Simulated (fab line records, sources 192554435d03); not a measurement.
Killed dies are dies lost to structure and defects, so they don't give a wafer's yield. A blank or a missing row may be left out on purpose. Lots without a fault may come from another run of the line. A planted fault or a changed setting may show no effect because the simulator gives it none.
fab line records | flow n5_finfet
record lots=24 wafers=72 last_day=18
route steps=1938 shown BEOL_M9@1402
lots that met no fault: from a run of the same line without faults
start_h: hours from the record's first day to the start of the lot's first wafer shown | wait_h: hours since the lot's step before | " the same as in the row above | L1.1+2: a row that stands for several wafers | - no value, or no start given | * or withheld: withheld | < > ~ a bound
route shown NAME@n: a module of which the file shows steps, and the number in the route of the first | usual: mean/standard deviation of fault-free wafers | same: alike in all rows | chamber/n: place in a boat | sites: the reading at each site | _std_site: their standard deviation | _edge_site: outer sites' mean less inner sites' | radius_mm: how far each site lies from the wafer's centre | mask NAME#n: copy n | behind: the tool/chamber that last shaped the wafer | hold: why the lot was held/for how many hours/how that ended | device: the transistor (n, p or np) that didn't switch | end of line: the same wafers' tests at the end of the route | a step without rows: its recipe alone | killed: dies lost to structure and defects at the first sort, not the wafer's yield | map: a wafer's dies, x killed, . not, _ none there
set.NAME: the setting as run; set.NAME@STEP: as run at that earlier step | model.NAME: the simulator's own value behind a step, which no gauge read
steps of the route over a sample of lots; a table a step, a row a wafer
services: from which hour (start_h, from the record's first day; less than 0 if before it) a tool's chamber was out of use, for how many hours, and why
## steps
# step N5_BEOL_M9_CURE_71
# recipe temp_c=385 time_s=240 ambient=He/Ar material=SiCOH_lowk
# usual lamp_power_pct=52.31/0.054 wafer_temp_C_max=387.0/0.6
# columns lot.wafer tool chamber start_h wait_h lamp_power_pct wafer_temp_C_max
L074.2 uv_cure-02 2 200.91 0.1 52.32 387.1
L074.3 " 2 " " 52.23 387.2
L074.4 " 2 " " 52.26 387.0
L075.2 uv_cure-01 1 205.02 0.1 52.30 386.8
L075.4 " 1 " " 52.34 387.2
L075.5 " 1 " " 52.32 387.1
L076.1 uv_cure-02 2 211.68 0.1 52.33 387.2
L076.3 " 2 " " 52.22 386.8
L076.4 " 2 " " 52.28 386.7
L078.1 uv_cure-01 1 215.89 0.1 52.19 386.7
L078.3 " 1 " " 52.30 386.8
L078.6 " 1 " " 52.28 387.1
L077.1 uv_cure-02 0 216.17 0.1 52.25 386.4
L077.4 " 0 " " 52.37 386.2
L077.6 " 0 " " 52.22 387.2
L079.1 uv_cure-03 2 224.71 0.2 52.42 387.2
L079.3 " 2 " " 52.33 386.7
L079.5 " 2 " " 52.29 386.9
L080.1 uv_cure-02 2 233.69 0.0 52.24 387.0
L080.2 " 2 " " 52.30 387.0
L080.4 " 2 " " 52.34 386.9
L081.1 uv_cure-02 2 247.93 0.0 52.38 386.8
L081.2 " 2 " " 52.41 387.2
L081.3 " 2 " " 52.31 386.8
L082.1 uv_cure-03 2 259.64 0.0 52.29 387.3
L082.2 " 2 " " 52.43 387.3
L082.6 " 2 " " 52.31 387.8
L083.1 uv_cure-01 1 270.29 0.1 52.32 387.3
L083.2 " 1 " " 52.38 387.0
L083.4 " 1 " " 52.27 386.7
L084.1 uv_cure-03 0 279.50 0.0 52.34 387.5
L084.3 " 0 " " 52.38 387.8
L084.6 " 0 " " 52.30 387.2
L085.2 uv_cure-01 1 279.88 0.1 52.34 386.9
L085.3 " 1 " " 52.21 386.5
L085.6 " 1 " " 52.33 386.7
L086.2 uv_cure-01 2 281.31 0.2 52.25 387.0
L086.3 " 2 " " 52.31 386.8
L086.4 " 2 " " 52.24 386.9
L088.1 uv_cure-01 2 284.93 0.0 52.26 386.6
L088.2 " 2 " " 52.33 386.0
L088.5 " 2 " " 52.27 387.0
L087.2 uv_cure-03 0 290.63 0.4 52.40 388.2
L087.4 " 0 " " 52.30 388.2
L087.6 " 0 " " 52.38 387.3
L089.1 uv_cure-01 0 290.93 0.4 52.28 387.3
L089.5 " 0 " " 52.34 387.8
L089.6 " 0 " " 52.33 388.4
L090.1 uv_cure-03 2 294.64 0.0 52.19 386.4
L090.3 " 2 " " 52.23 386.5
L090.5 " 2 " " 52.28 386.9
L091.2 uv_cure-02 0 318.62 0.1 52.42 386.3
L091.3 " 0 " " 52.24 386.0
L091.4 " 0 " " 52.28 386.2
L094.2 uv_cure-01 2 320.34 0.1 52.32 386.8
L094.5 " 2 " " 52.28 386.7
L094.6 " 2 " " 52.35 386.7
L092.1 uv_cure-02 2 324.38 0.0 52.30 386.9
L092.2 " 2 " " 52.34 387.0
L092.5 " 2 " " 52.35 386.1
L093.2 uv_cure-02 0 326.78 0.1 52.33 386.5
L093.4 " 0 " " 52.29 386.6
L093.6 " 0 " " 52.26 386.3
L096.1 uv_cure-03 2 341.62 0.3 52.32 387.9
L096.2 " 2 " " 52.31 386.8
L096.3 " 2 " " 52.35 387.0
L095.1 uv_cure-03 0 342.10 0.3 52.27 387.6
L095.3 " 0 " " 52.31 388.0
L095.4 " 0 " " 52.35 387.7
L097.1 uv_cure-03 2 344.94 0.0 52.31 387.0
L097.4 " 2 " " 52.24 387.7
L097.5 " 2 " " 52.29 387.1
# step N5_BEOL_M9_HM_DEP_02
# recipe material=TiN target_thk_a=200 temp_c=25 chamber_pressure_pa=0.49996
# usual susceptor_temp_C=24.99/0.11 throttle_valve_pct=30.2/1.3
# columns lot.wafer tool chamber start_h wait_h susceptor_temp_C throttle_valve_pct
L074.2 pvd_sputter-02 - 202.33 0.9 24.85 30.1
L074.3 " - " " 24.95 31.2
L074.4 " - " " 25.02 31.0
L075.2 pvd_sputter-02 - 207.45 1.9 25.04 27.8
L075.4 " - " " 24.95 31.1
L075.5 " - " " 24.82 31.1
L076.1 pvd_sputter-01 - 213.24 1.0 25.03 31.7
L076.3 " - " " 24.77 30.1
L076.4 " - " " 25.18 31.3
L077.1 pvd_sputter-02 - 217.90 1.2 24.99 30.1
L077.4 " - " " 25.12 31.4
L077.6 " - " " 25.06 28.0
L078.1 pvd_sputter-03 - 218.22 1.3 25.13 30.0
L078.3 " - " " 24.97 28.4
L078.6 " - " " 24.90 32.2
L079.1 pvd_sputter-01 - 227.89 2.6 25.06 29.1
L079.3 " - " " 25.04 30.1
L079.5 " - " " 24.98 28.8
L080.1 pvd_sputter-01 - 235.62 1.4 24.80 31.3
L080.2 " - " " 25.10 30.0
L080.4 " - " " 25.08 29.0
L081.1 pvd_sputter-01 - 251.63 3.1 25.07 29.0
L081.2 " - " " 25.02 31.2
L081.3 " - " " 25.00 31.4
L082.1 pvd_sputter-03 - 261.77 1.6 24.91 29.7
L082.2 " - " " 25.12 30.2
L082.6 " - " " 24.93 32.4
L083.1 pvd_sputter-01 - 272.02 1.2 24.99 30.0
L083.2 " - " " 25.12 31.4
L083.4 " - " " 25.15 31.3
L084.1 pvd_sputter-03 - 280.45 0.4 25.16 28.4
L084.3 " - " " 25.13 29.6
L084.6 " - " " 24.97 32.0
L085.2 pvd_sputter-01 - 280.55 0.2 25.04 30.1
L085.3 " - " " 25.11 31.5
L085.6 " - " " 25.03 29.0
L086.2 pvd_sputter-03 - 283.31 1.5 24.83 28.3
L086.3 " - " " 24.92 32.3
L086.4 " - " " 24.89 30.2
L088.1 pvd_sputter-02 - 285.54 0.0 25.13 31.0
L088.2 " - " " 24.91 31.4
L088.5 " - " " 24.72 28.1
L087.2 pvd_sputter-02 - 292.54 1.4 24.93 31.3
L087.4 " - " " 24.84 27.9
L087.6 " - " " 25.05 30.1
L089.1 pvd_sputter-01 - 292.88 1.4 24.88 29.2
L089.5 " - " " 24.84 29.1
L089.6 " - " " 24.81 31.2
L090.1 pvd_sputter-02 - 297.51 2.3 24.95 31.4
L090.3 " - " " 25.05 29.6
L090.5 " - " " 25.09 31.0
L091.2 pvd_sputter-02 - 323.09 4.0 24.96 31.1
L091.3 " - " " 25.08 29.9
L091.4 " - " " 25.02 31.3
L094.2 pvd_sputter-02 - 323.39 2.6 25.08 29.9
L094.5 " - " " 24.93 31.2
L094.6 " - " " 24.94 27.7
L092.1 pvd_sputter-01 - 325.96 1.0 25.06 29.1
L092.2 " - " " 25.11 31.5
L092.5 " - " " 24.71 31.6
L093.2 pvd_sputter-02 - 328.78 1.5 24.99 29.8
L093.4 " - " " 25.07 31.0
L093.6 " - " " 25.04 27.8
L096.1 pvd_sputter-02 - 343.65 1.5 25.04 30.0
L096.2 " - " " 24.73 28.0
L096.3 " - " " 25.03 31.3
L095.1 pvd_sputter-02 - 343.93 1.3 24.99 30.8
L095.3 " - " " 24.94 31.5
L095.4 " - " " 24.73 27.8
L097.1 pvd_sputter-01 - 347.53 2.0 25.08 29.9
L097.4 " - " " 24.95 31.3
L097.5 " - " " 25.02 30.0
# step N5_BEOL_M9_ETCH_61
# recipe chemistry=CF4 target=SiARC target_depth_a=390 mask_material=CAR-ArF time_s=65 ion_energy_ev=80 pressure_mtorr=40 source_w=545 bias_w=36 Ar_flow_sccm=100 cf4_flow_sccm=100 ends=cleared
# usual chamber_pressure_mTorr=40.00/0.04 drypump_motor_current_A=5.5/0.44 etch_rf_on_time_s=64.8/1.5 oes_product_au=0.67/0.081 rf_vpp_V=184.8/1.2 showerhead_plenum_p_Torr=2.20/0.07 throttle_valve_pct=15.71/0.25
# columns lot.wafer tool chamber start_h wait_h chamber_pressure_mTorr drypump_motor_current_A etch_rf_on_time_s oes_product_au rf_hours_counter_h rf_vpp_V showerhead_plenum_p_Torr throttle_valve_pct
L074.2 rie_diel-05 0 202.82 0.0 40.00 6.1 62.7 0.62 225 183.2 2.03 15.88
L074.3 " 1 " " 39.99 5.7 65.1 0.73 55 184.5 2.17 15.57
L074.4 " 3 " " 39.98 5.6 66.0 0.61 171 184.7 2.23 15.45
L075.2 rie_diel-05 0 208.07 0.0 39.98 6.2 62.4 0.62 227 182.4 2.03 15.89
L075.4 " 2 " " 39.96 5.0 65.0 0.61 200 185.6 2.20 15.99
L075.5 " 3 " " 40.08 5.6 65.9 0.62 - 185.5 2.22 15.46
L076.1 rie_diel-02 0 213.86 0.0 40.01 5.1 65.3 0.63 166 184.6 2.21 16.02
L076.3 " 3 " " 39.97 5.5 65.3 0.64 162 185.5 2.22 15.84
L076.4 " 3 " " 40.02 5.5 65.1 0.63 - 185.0 2.22 15.87
L077.1 rie_diel-02 3 218.52 0.0 39.95 5.5 64.4 0.63 163 185.1 2.22 15.85
L077.4 " 2 " " 40.00 5.0 64.4 0.80 14 184.2 2.28 15.27
L077.6 " 1 " " 39.96 5.6 62.0 0.84 - 186.0 2.26 15.62
L078.1 rie_diel-02 3 219.02 0.0 39.98 5.5 64.4 0.63 163 185.2 2.22 15.87
L078.3 " 2 " " 40.02 5.0 65.1 0.79 14 184.5 2.28 15.27
L078.6 " 1 " " 40.02 5.6 62.8 0.84 - 186.0 2.26 15.61
L079.1 rie_diel-06 1 228.54 0.0 40.02 6.6 65.4 0.73 52 184.4 2.26 15.28
L079.3 " 3 " " 40.10 6.5 67.4 0.61 170 184.2 2.22 15.52
L079.5 " 3 " " 39.96 6.5 67.0 0.62 - 185.2 2.22 15.51
L080.1 rie_diel-05 1 236.12 0.0 40.01 5.7 65.7 0.71 65 184.2 2.17 15.58
L080.2 " 3 " " 40.02 5.6 66.8 0.61 181 183.7 2.22 15.49
L080.4 " 0 " " 39.98 6.1 62.7 0.62 235 183.3 2.02 15.91
L081.1 rie_diel-05 1 252.26 0.0 39.97 5.7 65.5 0.72 69 184.7 2.16 15.59
L081.2 " 2 " " 39.98 5.0 65.8 0.60 213 184.4 2.20 16.02
L081.3 " 3 " " 40.00 5.6 66.7 0.60 186 184.7 2.22 15.50
L082.1 rie_diel-05 1 262.51 0.0 40.01 5.7 64.8 0.71 71 184.6 2.16 15.58
L082.2 " 0 " " 40.02 6.2 61.9 0.61 241 183.3 2.02 15.90
L082.6 " 3 " " 40.02 5.6 65.6 0.61 - 185.2 2.22 15.49
L083.1 rie_diel-05 2 272.66 0.0 40.05 5.0 65.6 0.60 218 186.0 2.20 16.03
L083.2 " 3 " " 40.05 5.6 66.8 0.61 191 184.0 2.22 15.51
L083.4 " 1 " " 40.03 5.7 66.1 0.70 74 183.8 2.16 15.60
L084.1 rie_diel-02 1 280.94 0.0 40.02 5.7 63.0 0.79 29 184.2 2.25 15.65
L084.3 " 0 " " 40.02 5.2 65.9 0.61 186 185.1 2.21 16.04
L084.6 " 2 " " 40.00 5.0 65.9 0.76 - 186.8 2.28 15.31
L085.2 rie_diel-06 3 281.36 0.0 39.97 6.5 67.3 0.61 186 184.6 2.21 15.52
L085.3 " 1 " " 40.04 6.6 65.7 0.71 67 186.6 2.25 15.34
L085.6 " 3 " " 39.96 6.4 67.5 0.61 - 184.7 2.21 15.54
L086.2 rie_diel-05 1 283.93 0.0 39.95 5.7 66.0 0.70 77 183.7 2.16 15.60
L086.3 " 3 " " 39.99 5.6 65.8 0.60 195 185.7 2.22 15.51
L086.4 " 2 " " 40.03 5.0 65.7 0.60 222 185.3 2.19 16.05
L088.1 rie_diel-02 2 286.16 0.0 40.01 5.0 65.7 0.76 32 186.1 2.28 15.31
L088.2 " 1 " " 39.97 5.7 62.4 0.79 30 186.5 2.25 15.66
L088.5 " 2 " " 39.97 5.0 65.9 0.76 - 185.8 2.28 15.29
L087.2 rie_diel-02 2 293.04 0.0 40.05 5.0 65.3 0.76 34 187.7 2.28 15.30
L087.4 " 0 " " 39.99 5.2 65.4 0.61 - 185.3 2.21 16.06
L087.6 " 2 " " 39.99 5.0 65.1 0.76 - 185.7 2.28 15.31
L089.1 rie_diel-05 1 293.50 0.0 39.96 5.7 67.1 0.69 81 184.8 2.16 15.61
L089.5 " 2 " " 39.97 5.0 66.5 0.59 - 183.7 2.19 16.05
L089.6 " 1 " " 39.99 5.7 67.1 0.69 - 184.2 2.16 15.61
L090.1 rie_diel-02 2 298.13 0.0 40.02 5.0 66.0 0.75 35 186.5 2.28 15.31
L090.3 " 1 " " 39.98 5.6 63.1 0.79 33 185.8 2.25 15.67
L090.5 " 1 " " 39.99 5.7 62.7 0.79 - 186.3 2.25 15.67
L091.2 rie_diel-02 3 323.71 0.0 40.04 5.5 65.3 0.61 191 185.3 2.21 15.90
L091.3 " 1 " " 40.02 5.6 62.8 0.79 40 187.2 2.25 15.67
L091.4 " 0 " " 39.94 5.2 65.7 0.60 197 184.8 2.20 16.06
L094.2 rie_diel-02 1 323.96 0.0 40.03 5.7 63.2 0.77 40 184.1 2.25 15.68
L094.5 " 1 " " 40.03 5.6 62.7 0.78 - 187.4 2.25 15.66
L094.6 " 0 " " 40.05 5.2 65.8 0.60 - 185.3 2.20 16.07
L092.1 rie_diel-02 2 326.73 0.0 40.05 5.0 65.5 0.74 42 185.0 2.27 15.33
L092.2 " 0 " " 40.02 5.2 65.7 0.60 198 184.3 2.20 16.08
L092.5 " 2 " " 40.03 5.0 66.2 0.73 - 185.3 2.27 15.34
L093.2 rie_diel-02 2 329.96 0.0 40.04 5.0 65.2 0.74 44 185.7 2.27 15.32
L093.4 " 1 " " 39.97 5.7 62.8 0.78 43 185.0 2.25 15.67
L093.6 " 0 " " 39.95 5.2 65.3 0.60 - 185.0 2.20 16.08
L096.1 rie_diel-02 1 344.40 0.0 40.03 5.6 63.1 0.76 46 185.4 2.25 15.69
L096.2 " 3 " " 39.97 5.5 64.6 0.61 198 186.0 2.21 15.91
L096.3 " 2 " " 40.01 5.0 65.9 0.74 47 184.7 2.27 15.35
L095.1 rie_diel-05 1 344.58 0.0 39.94 5.7 66.2 0.67 100 183.0 2.15 15.64
L095.3 " 2 " " 39.94 5.0 64.9 0.58 245 184.0 2.19 16.07
L095.4 " 1 " " 39.99 5.6 66.0 0.68 - 183.6 2.15 15.65
L097.1 rie_diel-06 3 348.06 0.0 40.02 6.5 67.8 0.59 207 184.4 2.21 15.60
L097.4 " 1 " " 40.05 6.6 65.3 0.69 85 185.6 2.24 15.36
L097.5 " 0 " " 40.03 5.2 64.5 0.60 - 181.9 2.03 15.72
# step N5_BEOL_M9_CD_MEAS_18
# recipe pitch_nm=140 target_cd_nm=70
# usual cd_nm=70.3/0.63
# columns lot.wafer tool chamber start_h wait_h cd_nm
L074.2 cd_sem-03 - 203.27 0.1 70.7
L074.3 " - " " 72.2
L074.4 " - " " 71.1
L075.2 cd_sem-01 - 208.49 0.1 70.4
L075.4 " - " " 69.9
L075.5 " - " " 70.9
L076.1 cd_sem-02 - 214.28 0.0 68.9
L076.3 " - " " 70.0
L076.4 " - " " 69.8
L077.1 cd_sem-03 - 218.98 0.0 70.2
L077.4 " - " " 70.2
L077.6 " - " " 70.3
L078.1 cd_sem-01 - 219.49 0.0 70.0
L078.3 " - " " 70.4
L078.6 " - " " 71.2
L079.1 cd_sem-01 - 228.96 0.0 70.4
L079.3 " - " " 69.5
L079.5 " - " " 69.8
L080.1 cd_sem-03 - 236.54 0.0 70.4
L080.2 " - " " 70.9
L080.4 " - " " 71.4
L081.1 cd_sem-01 - 252.68 0.0 69.8
L081.2 " - " " 68.8
L081.3 " - " " 69.0
L082.1 cd_sem-01 - 262.96 0.0 70.5
L082.2 " - " " 69.6
L082.6 " - " " 69.6
L083.1 cd_sem-01 - 273.08 0.0 70.6
L083.2 " - " " 70.3
L083.4 " - " " 71.4
L084.1 cd_sem-01 - 281.39 0.0 70.6
L084.3 " - " " 70.3
L084.6 " - " " 70.3
L085.2 cd_sem-03 - 281.78 0.1 70.1
L085.3 " - " " 71.3
L085.6 " - " " 70.0
L086.2 cd_sem-03 - 284.42 0.1 70.7
L086.3 " - " " 68.9
L086.4 " - " " 69.8
L088.1 cd_sem-02 - 286.57 0.0 71.2
L088.2 " - " " 69.6
L088.5 " - " " 70.4
L087.2 cd_sem-03 - 293.46 0.1 71.4
L087.4 " - " " 70.8
L087.6 " - " " 70.8
L089.1 cd_sem-01 - 293.91 0.0 70.7
L089.5 " - " " 70.2
L089.6 " - " " 70.1
L090.1 cd_sem-01 - 298.55 0.0 70.3
L090.3 " - " " 70.9
L090.5 " - " " 70.7
L091.2 cd_sem-01 - 324.16 0.1 70.3
L091.3 " - " " 70.9
L091.4 " - " " 69.9
L094.2 cd_sem-02 - 324.38 0.1 71.3
L094.5 " - " " 70.1
L094.6 " - " " 68.7
L092.1 cd_sem-01 - 327.15 0.0 70.3
L092.2 " - " " 69.5
L092.5 " - " " 70.6
L093.2 cd_sem-01 - 330.55 0.1 70.2
L093.4 " - " " 70.0
L093.6 " - " " 70.2
L096.1 cd_sem-01 - 344.82 0.0 70.6
L096.2 " - " " 71.1
L096.3 " - " " 70.7
L095.1 cd_sem-03 - 344.99 0.0 71.0
L095.3 " - " " 69.7
L095.4 " - " " 70.8
L097.1 cd_sem-03 - 348.49 0.0 70.7
L097.4 " - " " 70.9
L097.5 " - " " 70.8
# step N5_BEOL_M9_DESCUM_33
# recipe chemistry=O2 time_s=7 source_power_w=50 bias_power_w=20 pressure_mtorr=20 rf_frequency_hz=2.712e+07 temp_c=40 resist=CAR-EUV o2_flow_sccm=225
# usual chamber_pressure_mTorr=19.999/0.019 drypump_motor_current_A=5.6/0.53 oes_product_au=0.79/0.092 rf_vpp_V=244.0/1.4 showerhead_plenum_p_Torr=2.14/0.079 throttle_valve_pct=20.46/0.28
# columns lot.wafer tool chamber start_h wait_h chamber_pressure_mTorr drypump_motor_current_A oes_product_au rf_hours_counter_h rf_vpp_V showerhead_plenum_p_Torr throttle_valve_pct
L074.2 rie_diel-06 0 206.82 0.0 20.001 5.1 0.74 162 240.8 1.99 20.39
L074.3 " 3 " " 20.018 6.5 0.73 162 244.3 2.17 20.27
L074.4 " 1 " " 19.992 6.6 0.88 44 245.7 2.20 19.99
L075.2 rie_diel-06 3 210.53 0.3 19.988 6.5 0.74 163 244.7 2.17 20.27
L075.4 " 1 " " 20.020 6.6 0.86 - 244.2 2.20 20.00
L075.5 " 3 " " 19.993 6.4 0.73 - 244.5 2.17 20.29
L076.1 rie_diel-06 3 214.71 0.0 20.010 6.5 0.74 165 247.1 2.17 20.26
L076.3 " 1 " " 19.967 6.6 0.86 47 245.4 2.20 20.00
L076.4 " 1 " " 19.996 6.6 0.88 - 247.1 2.20 19.98
L077.1 rie_diel-02 3 220.93 0.0 19.995 5.5 0.74 164 243.6 2.16 20.56
L077.4 " 1 " " 20.006 5.7 0.96 12 244.7 2.23 20.65
L077.6 " 2 " " 19.999 5.0 0.95 - 244.4 2.21 19.99
L078.1 rie_diel-02 1 221.47 0.4 19.952 5.7 0.95 12 244.4 2.23 20.67
L078.3 " 2 " " 20.000 5.0 0.95 15 245.3 2.21 19.97
L078.6 " 0 " " 20.026 5.2 0.74 - 242.9 2.18 20.85
L079.1 rie_diel-05 3 229.53 0.0 19.968 5.6 0.72 179 244.6 2.18 20.28
L079.3 " 2 " " 20.014 5.0 0.70 206 245.4 2.14 20.77
L079.5 " 3 " " 19.999 5.6 0.72 - 242.6 2.18 20.31
L080.1 rie_diel-02 1 237.09 0.0 20.020 5.6 0.96 17 245.2 2.23 20.66
L080.2 " 3 " " 19.999 5.5 0.74 169 243.9 2.16 20.57
L080.4 " 2 " " 19.980 5.0 0.95 20 246.9 2.21 19.98
L081.1 rie_diel-06 0 256.90 0.3 20.003 5.1 0.72 178 241.5 1.98 20.41
L081.2 " 3 " " 19.982 6.4 0.72 178 242.6 2.17 20.30
L081.3 " 1 " " 20.026 6.6 0.84 60 244.4 2.20 20.01
L082.1 rie_diel-05 3 263.41 0.1 19.970 5.6 0.72 188 244.0 2.17 20.29
L082.2 " 2 " " 19.970 5.0 0.70 215 243.5 2.14 20.78
L082.6 " 0 " " 20.012 6.2 0.69 - 241.6 1.96 20.59
L083.1 rie_diel-02 3 274.51 0.0 19.999 5.5 0.73 178 243.5 2.16 20.56
L083.2 " 1 " " 20.012 5.6 0.93 27 245.8 2.22 20.68
L083.4 " 2 " " 20.003 5.0 0.92 28 244.9 2.21 20.00
L084.1 rie_diel-05 2 282.52 0.1 20.018 5.0 0.69 221 243.8 2.13 20.79
L084.3 " 3 " " 19.972 5.6 0.71 194 242.9 2.17 20.30
L084.6 " 2 " " 20.012 5.0 0.70 - 243.5 2.14 20.79
L085.2 rie_diel-06 2 282.70 0.1 19.994 5.9 0.90 17 243.3 2.05 20.31
L085.3 " 3 " " 19.958 6.5 0.71 187 244.0 2.16 20.30
L085.6 " 0 " " 20.012 5.1 0.71 - 241.3 1.98 20.41
L086.2 rie_diel-05 1 285.16 0.0 20.018 5.7 0.82 78 244.6 2.13 20.53
L086.3 " 0 " " 19.977 6.1 0.69 248 241.1 1.96 20.62
L086.4 " 3 " " 19.990 5.6 0.71 195 244.8 2.17 20.30
L088.1 rie_diel-02 2 287.31 0.0 20.026 5.0 0.92 32 245.3 2.20 19.99
L088.2 " 3 " " 19.972 5.5 0.72 181 244.1 2.15 20.59
L088.5 " 2 " " 20.021 5.0 0.92 - 245.0 2.20 20.00
L087.2 rie_diel-05 3 296.67 0.0 20.023 5.6 0.71 198 244.7 2.17 20.32
L087.4 " 1 " " 20.015 5.7 0.82 81 242.5 2.12 20.57
L087.6 " 0 " " 20.004 6.2 0.69 - 239.5 1.96 20.62
L089.1 rie_diel-06 1 296.94 0.0 19.996 6.6 0.82 71 245.0 2.19 20.04
L089.5 " 1 " " 19.995 6.6 0.83 - 244.1 2.19 20.02
L089.6 " 0 " " 20.000 5.1 0.72 - 240.9 1.98 20.42
L090.1 rie_diel-02 2 300.73 0.1 20.000 5.0 0.92 35 244.8 2.20 20.01
L090.3 " 3 " " 19.959 5.5 0.73 184 243.3 2.15 20.60
L090.5 " 1 " " 19.987 5.6 0.92 - 244.5 2.22 20.68
L094.2 rie_diel-02 1 325.26 0.0 20.006 5.6 0.90 40 244.8 2.22 20.71
L094.5 " 0 " " 19.974 5.2 0.71 - 245.6 2.17 20.89
L094.6 " 1 " " 20.011 5.6 0.90 - 242.5 2.22 20.71
L091.2 rie_diel-05 2 325.31 0.0 19.984 5.0 0.69 235 245.8 2.13 20.81
L091.3 " 3 " " 19.998 5.6 0.71 208 244.6 2.17 20.34
L091.4 " 1 " " 19.975 5.7 0.82 - 246.0 2.12 20.57
L092.1 rie_diel-02 3 328.84 0.6 20.006 5.5 0.72 193 245.5 2.15 20.61
L092.2 " 2 " " 19.991 5.0 0.88 44 246.2 2.20 20.01
L092.5 " 1 " " 20.021 5.6 0.90 - 245.0 2.22 20.70
L093.2 rie_diel-02 0 331.13 0.0 20.034 5.2 0.70 200 244.6 2.17 20.91
L093.4 " 0 " " 20.016 5.2 0.70 - 244.5 2.17 20.91
L093.6 " 1 " " 19.952 5.6 0.89 - 245.9 2.22 20.70
L096.1 rie_diel-06 3 347.42 0.0 20.003 6.5 0.70 207 244.1 2.16 20.33
L096.2 " 1 " " 19.981 6.5 0.81 85 245.6 2.19 20.06
L096.3 " 2 " " 20.022 5.9 0.87 34 242.8 2.04 20.33
L095.1 rie_diel-05 1 347.97 0.0 20.028 5.7 0.80 101 243.1 2.12 20.59
L095.3 " 3 " " 20.002 5.6 0.69 217 245.1 2.16 20.34
L095.4 " 0 " " 20.004 6.1 0.94 4 245.5 2.22 20.23
L097.1 rie_diel-06 2 349.52 0.5 19.995 5.9 0.87 35 244.9 2.04 20.35
L097.4 " 1 " " 19.993 6.6 0.81 86 244.8 2.19 20.06
L097.5 " 1 " " 19.963 6.6 0.82 - 244.4 2.19 20.05
# step N5_BEOL_M9_INSPECT_58
# recipe inspect_instrument=darkfield mode=post_dep
# usual raw_defect_count=78/29
# columns lot.wafer tool chamber start_h wait_h raw_defect_count
L074.2 defect_inspect-01 - 210.02 0.0 43
L074.3 " - " " 39
L074.4 " - " " 85
L075.2 defect_inspect-02 - 214.10 0.0 102
L075.4 " - " " 160
L075.5 " - " " 118
L076.1 defect_inspect-02 - 217.97 0.0 79
L076.3 " - " " 57
L076.4 " - " " 93
L077.1 defect_inspect-01 - 224.41 0.0 120
L077.4 " - " " 208
L077.6 " - " " 84
L078.1 defect_inspect-01 - 225.14 0.0 54
L078.3 " - " " 76
L078.6 " - " " 101
L079.1 defect_inspect-02 - 233.16 0.0 68
L079.3 " - " " 50
L079.5 " - " " 74
L080.1 defect_inspect-02 - 240.53 0.0 119
L080.2 " - " " 82
L080.4 " - " " 70
L081.1 defect_inspect-01 - 259.70 0.0 99
L081.2 " - " " 66
L081.3 " - " " 48
L082.1 defect_inspect-01 - 268.92 0.0 76
L082.2 " - " " 92
L082.6 " - " " 98
L083.1 defect_inspect-02 - 277.41 0.0 79
L083.2 " - " " 66
L083.4 " - " " 46
L084.1 defect_inspect-02 - 286.53 0.0 35
L084.3 " - " " 51
L084.6 " - " " 56
L085.2 defect_inspect-02 - 287.40 0.0 104
L085.3 " - " " 99
L085.6 " - " " 90
L086.2 defect_inspect-01 - 289.66 0.0 107
L086.3 " - " " 72
L086.4 " - " " 61
L088.1 defect_inspect-02 - 290.01 0.0 46
L088.2 " - " " 109
L088.5 " - " " 55
L089.1 defect_inspect-01 - 300.68 0.0 44
L089.5 " - " " 37
L089.6 " - " " 42
L087.2 defect_inspect-01 - 301.16 0.0 47
L087.4 " - " " 46
L087.6 " - " " 70
L090.1 defect_inspect-02 - 303.54 0.0 50
L090.3 " - " " 51
L090.5 " - " " 75
L094.2 defect_inspect-01 - 328.07 0.0 116
L094.5 " - " " 111
L094.6 " - " " 141
L091.2 defect_inspect-02 - 329.56 0.0 105
L091.3 " - " " 91
L091.4 " - " " 138
L092.1 defect_inspect-01 - 332.39 0.0 78
L092.2 " - " " 82
L092.5 " - " " 111
L093.2 defect_inspect-01 - 333.76 0.0 72
L093.4 " - " " 65
L093.6 " - " " 93
L096.1 defect_inspect-01 - 351.43 0.0 58
L096.2 " - " " 98
L096.3 " - " " 53
L095.1 defect_inspect-01 - 351.70 0.0 64
L095.3 " - " " 35
L095.4 " - " " 94
L097.1 defect_inspect-01 - 353.83 0.0 69
L097.4 " - " " 67
L097.5 " - " " 51
## services
# columns tool chamber start_h hours kind
rie_diel-06 2 207.73 - clean
rie_diel-06 2 207.73 - consumable_replace:focus_ring
rie_diel-06 2 207.73 13.7 scheduled_down
rie_diel-06 2 207.73 13.7 vent_cycle
rie_diel-02 2 209.65 5.9 repair
uv_cure-03 - 212.98 2.8 pm
rie_diel-06 - 213.63 0.3 repair
uv_cure-02 - 237.61 1.0 pm
uv_cure-02 - 258.42 3.4 pm
uv_cure-02 - 274.44 6.0 pm
rie_diel-06 2 290.72 8.7 repair
rie_diel-05 0 302.92 10.6 repair
rie_diel-06 1 313.56 3.6 repair
rie_diel-06 - 324.61 2.8 pm
uv_cure-02 - 328.66 2.1 pm
rie_diel-02 2 330.09 1.6 repair
uv_cure-01 - 339.05 15.0 repair
rie_diel-06 0 339.69 7.4 repair
## key
fault none
